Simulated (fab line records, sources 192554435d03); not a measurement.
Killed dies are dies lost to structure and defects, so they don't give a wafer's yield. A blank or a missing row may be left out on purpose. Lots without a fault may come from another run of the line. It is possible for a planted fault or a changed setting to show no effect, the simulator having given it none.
Split-lot study :: flow n5 finfet :: route with 1938 steps; 7 lots, 21 wafers read

## THE SPLIT ITSELF
At N5_MOL_CONTACT_COAG_COAT_76 (time 60 s, resist thk 10 nm), the setting spin rpm was moved away from the recipe's 1500 rpm on 8 of the 21 wafers read, by -10.5% to +9.8%. The other wafers ran this setting at the recipe's value.

## FROM THE SPLIT TO THE READING: what the file shows between them, 4 steps
- N5_MOL_CONTACT_COAG_COAT_77: time 60 s, resist thk 10 nm
- N5_MOL_CONTACT_COAG_COAT_78: resist thk 40 nm
- N5_MOL_CONTACT_COAG_DESCUM_88: chemistry O2, time 7 s
- N5_MOL_CONTACT_COAG_ETCH_89: etches underlayer in N2/H2, target depth 13 nm, time 10.4 s

## THE READING
etch.depth nm (the simulator's own value, which no gauge read), in nm, at N5_MOL_CONTACT_COAG_ETCH_90 (etches SiARC in CF4, target depth 13 nm, time 21.7 s). The file gives no usual value for it. The 13 wafers here that ran the recipe average 10.019 nm, standard deviation 0.03 nm.

wafer: L074.1
tool, chamber at the split: litho track-03, 0
spin rpm as run, rpm: 1500
against the recipe: recipe
etch.depth nm, nm: 10.09
against lot-mates on the recipe: -

wafer: L074.2
tool, chamber at the split: litho track-03, 0
spin rpm as run, rpm: 1500
against the recipe: recipe
etch.depth nm, nm: 10.03
against lot-mates on the recipe: -

wafer: L074.5
tool, chamber at the split: litho track-03, 0
spin rpm as run, rpm: 1500
against the recipe: recipe
etch.depth nm, nm: 10.05
against lot-mates on the recipe: -

wafer: L079.1
tool, chamber at the split: litho track-03, 0
spin rpm as run, rpm: 1500
against the recipe: recipe
etch.depth nm, nm: 10.04
against lot-mates on the recipe: -

wafer: L079.3
tool, chamber at the split: litho track-03, 0
spin rpm as run, rpm: 1566
against the recipe: +4.4%
etch.depth nm, nm: 9.834
against lot-mates on the recipe: -0.206

wafer: L079.4
tool, chamber at the split: litho track-03, 0
spin rpm as run, rpm: 1566
against the recipe: +4.4%
etch.depth nm, nm: 9.854
against lot-mates on the recipe: -0.186

wafer: L087.1
tool, chamber at the split: litho track-02, 0
spin rpm as run, rpm: 1500
against the recipe: recipe
etch.depth nm, nm: 9.984
against lot-mates on the recipe: -

wafer: L087.4
tool, chamber at the split: litho track-02, 0
spin rpm as run, rpm: 1500
against the recipe: recipe
etch.depth nm, nm: 10.02
against lot-mates on the recipe: -

wafer: L087.6
tool, chamber at the split: litho track-02, 0
spin rpm as run, rpm: 1500
against the recipe: recipe
etch.depth nm, nm: 10
against lot-mates on the recipe: -

wafer: L088.3
tool, chamber at the split: litho track-05, 0
spin rpm as run, rpm: 1500
against the recipe: recipe
etch.depth nm, nm: 10.03
against lot-mates on the recipe: -

wafer: L088.4
tool, chamber at the split: litho track-05, 0
spin rpm as run, rpm: 1500
against the recipe: recipe
etch.depth nm, nm: 10.02
against lot-mates on the recipe: -

wafer: L088.5
tool, chamber at the split: litho track-05, 0
spin rpm as run, rpm: 1551
against the recipe: +3.4%
etch.depth nm, nm: 9.842
against lot-mates on the recipe: -0.183

wafer: L089.3
tool, chamber at the split: litho track-02, 0
spin rpm as run, rpm: 1647
against the recipe: +9.8%
etch.depth nm, nm: 9.511
against lot-mates on the recipe: -0.459

wafer: L089.5
tool, chamber at the split: litho track-02, 0
spin rpm as run, rpm: 1500
against the recipe: recipe
etch.depth nm, nm: 9.97
against lot-mates on the recipe: -

wafer: L089.6
tool, chamber at the split: litho track-02, 0
spin rpm as run, rpm: 1647
against the recipe: +9.8%
etch.depth nm, nm: 9.531
against lot-mates on the recipe: -0.439

wafer: L094.1
tool, chamber at the split: litho track-03, 0
spin rpm as run, rpm: 1342
against the recipe: -10.5%
etch.depth nm, nm: 10.56
against lot-mates on the recipe: +0.550

wafer: L094.2
tool, chamber at the split: litho track-03, 0
spin rpm as run, rpm: 1342
against the recipe: -10.5%
etch.depth nm, nm: 10.57
against lot-mates on the recipe: +0.560

wafer: L094.4
tool, chamber at the split: litho track-03, 0
spin rpm as run, rpm: 1500
against the recipe: recipe
etch.depth nm, nm: 10.01
against lot-mates on the recipe: -

wafer: L097.1
tool, chamber at the split: litho track-03, 0
spin rpm as run, rpm: 1500
against the recipe: recipe
etch.depth nm, nm: 9.988
against lot-mates on the recipe: -

wafer: L097.2
tool, chamber at the split: litho track-03, 0
spin rpm as run, rpm: 1500
against the recipe: recipe
etch.depth nm, nm: 10.02
against lot-mates on the recipe: -

wafer: L097.6
tool, chamber at the split: litho track-03, 0
spin rpm as run, rpm: 1384
against the recipe: -7.7%
etch.depth nm, nm: 10.43
against lot-mates on the recipe: +0.426

THE FIT
A straight line over all 21 wafers: etch.depth nm changes by -0.0508 nm for each +1% of spin rpm; r = -0.99; the points scatter about the line by 0.03 nm.
The same after taking each lot's own level away (the mean of its wafers on the recipe; 21 wafers): -0.0499 nm for each +1%; r = -1.00; scatter 0.022 nm.
On that fit, the largest move of spin rpm shifts the reading by 0.53 nm.
Across the lots, their own levels run from 9.9700 to 10.0567 nm, a range of 2.9 times the standard deviation given above.
The two slopes are in agreement: the lot-to-lot level therefore moves the slope only a little.
Check: +0.531 nm against its lot-mates is what the line predicts for one of the wafers moved furthest among these (-10.5%) when that wafer is left out of the fit. It came out at +0.55 nm against them.

## ADDITIONAL SPLITS CARRIED BY THESE WAFERS
Note: prior to the reading, these wafers also went through further splits. Each is held against what the fit with the lots' levels taken away leaves over:
other split on the same wafers: N5_MOL_CONTACT_COAG_COAT_58 spin rpm
wafers away from the commonest value: 10
r with etch.depth nm (lot level and that fit taken away): +0.10

other split on the same wafers: N5_MOL_CONTACT_COAG_ALD_27 ald cycles
wafers away from the commonest value: 2
r with etch.depth nm (lot level and that fit taken away): +0.23

## THE WHOLE CHAIN: every reading that the file lists as answering this split, in the file's order
step: N5_MOL_CONTACT_COAG_COAT_76
what it does: time 60 s, resist thk 10 nm
reading: SiARC_of_MOL_CONTACT_COAG_COAT_76.thk nm (the simulator's own value, which no gauge read)
change (the file's fit): -0.05 nm for each +1% of the setting
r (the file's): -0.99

step: N5_MOL_CONTACT_COAG_ETCH_90
what it does: etches SiARC in CF4, target depth 13 nm, time 21.7 s
reading: etch.depth nm (the simulator's own value, which no gauge read)
change (the file's fit): -0.0506 nm for each +1% of the setting
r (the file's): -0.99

## FILE'S OWN FIT
etch.depth nm changes by -0.0506 nm for each +1% of spin rpm, r = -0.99.
